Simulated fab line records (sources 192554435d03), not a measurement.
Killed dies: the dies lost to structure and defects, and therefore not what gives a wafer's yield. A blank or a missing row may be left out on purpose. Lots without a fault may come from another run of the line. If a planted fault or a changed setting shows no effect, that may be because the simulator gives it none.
The tool behind it: which one?	flow n5 finfet	Sampling: 11 lots, 33 wafers, 2 of 1938 route steps

== WHAT THE GAUGES READ, wafer by wafer ==
N5_BEOL_M15_CD_MEAS_28 targets a cd of 407.6 nm. Usual: cd nm 406.8 nm, standard deviation 2.5.
lot	measured	on	cd nm (nm)	flag
L396	day 11 04:19	cd sem-02	406.7 410.2 408.5	
L398	day 11 21:35	cd sem-02	404.4 407.1 410.8	
L399	day 12 02:44	cd sem-02	405.4 402.5 404.1	
L400	day 12 03:07	cd sem-02	411.1 411.9 410.0	
L401	day 12 05:32	cd sem-01	406.6 404.0 406.6	
L408	day 14 10:23	cd sem-01	407.0 408.4 403.6	
L409	day 14 22:40	cd sem-02	409.6 405.6 407.8	
L411	day 15 23:02	cd sem-01	399.4 405.4 401.4	
L414	day 17 05:00	cd sem-02	407.6 402.9 408.4	
L416	day 17 03:44	cd sem-01	403.9 406.2 402.2	
L418	day 17 16:58	cd sem-02	410.5 407.9 405.8	

== WHAT TOOL EACH LOT RAN ON (gives the tool, then ch and the chambers of the sampled wafers, and finally the start) ==
lot	N5_HKMG_FIN_ETCH_86
L396	rie diel-06 ch 2,3, day 4 06:15
L398	rie diel-06 ch 0,2,3, day 4 15:29
L399	rie diel-05 ch 0,1,3, day 4 22:04
L400	rie diel-05 ch 1,2, day 5 07:58
L401	rie diel-05 ch 1,2,3, day 5 12:15
L408	rie diel-06 ch 0,2,3, day 7 05:10
L409	rie diel-06 ch 1,2,3, day 7 10:06
L411	rie diel-06 ch 1,2,3, day 8 01:23
L414	rie diel-04 ch 0,1,3, day 8 18:07
L416	rie diel-04 ch 0,2,3, day 9 07:50
L418	rie diel-04 ch 2,3, day 9 19:42
- N5_HKMG_FIN_ETCH_86: etches SOC in N2/H2, stops on TiN, target depth 393.2 nm.

== WHAT THE TOOLS THEMSELVES READ (means of the sampled wafers that have a number; where no wafer has one, the mark that the record gives instead) ==
N5_HKMG_FIN_ETCH_86. Usual: drypump motor current A 5.8 A, standard deviation 0.46; oes product au 0.76 a.u., standard deviation 0.088; rf vpp V 240.1 V, standard deviation 1.2; showerhead plenum p Torr 2.50 Torr, standard deviation 0.079; throttle valve pct 17.79 %, standard deviation 0.29.
lot	tool	drypump motor current A (A)	oes product au (a.u.)	rf vpp V (V)	showerhead plenum p Torr (Torr)	throttle valve pct (%)	flag
L396	rie diel-06	6.2	0.86	240.1	2.48	17.79	
L398	rie diel-06	6.2	0.79	240.1	2.48	17.91	
L399	rie diel-05	5.8	0.76	240.4	2.48	17.91	
L400	rie diel-05	5.4	0.78	241.5	2.61	17.65	
L401	rie diel-05	5.6	0.77	241.5	2.56	17.87	
L408	rie diel-06	6.2	0.76	240.1	2.47	17.95	
L409	rie diel-06	6.0	0.76	240.4	2.48	17.99	
L411	rie diel-06	6.0	0.75	239.9	2.48	18.00	
L414	rie diel-04	5.4	0.76	239.5	2.44	17.55	
L416	rie diel-04	5.6	0.75	240.1	2.51	17.76	
L418	rie diel-04	5.6	0.76	241.7	2.58	17.82	

== THE ANSWER, worked out from the rows above alone ==
Rule: a lot counts as off when the mean over its wafers that have a number is more than 3 standard deviations away from the usual mean. Also off: a lot with no number at a reading for which 4 or more lots have one. Any other lot the step has rows for is counted as sound. Order of review: gauges by route order, followed by the tools' own readings, for which a lot's mean as printed above is used. The first step at which some lot is off is used, and at that step the reading that is off furthest; a lot without a number counts as furthest.
None of the lots is off at any reading shown; this tells nothing.

== WHAT THE SIMULATOR PUT IN ==
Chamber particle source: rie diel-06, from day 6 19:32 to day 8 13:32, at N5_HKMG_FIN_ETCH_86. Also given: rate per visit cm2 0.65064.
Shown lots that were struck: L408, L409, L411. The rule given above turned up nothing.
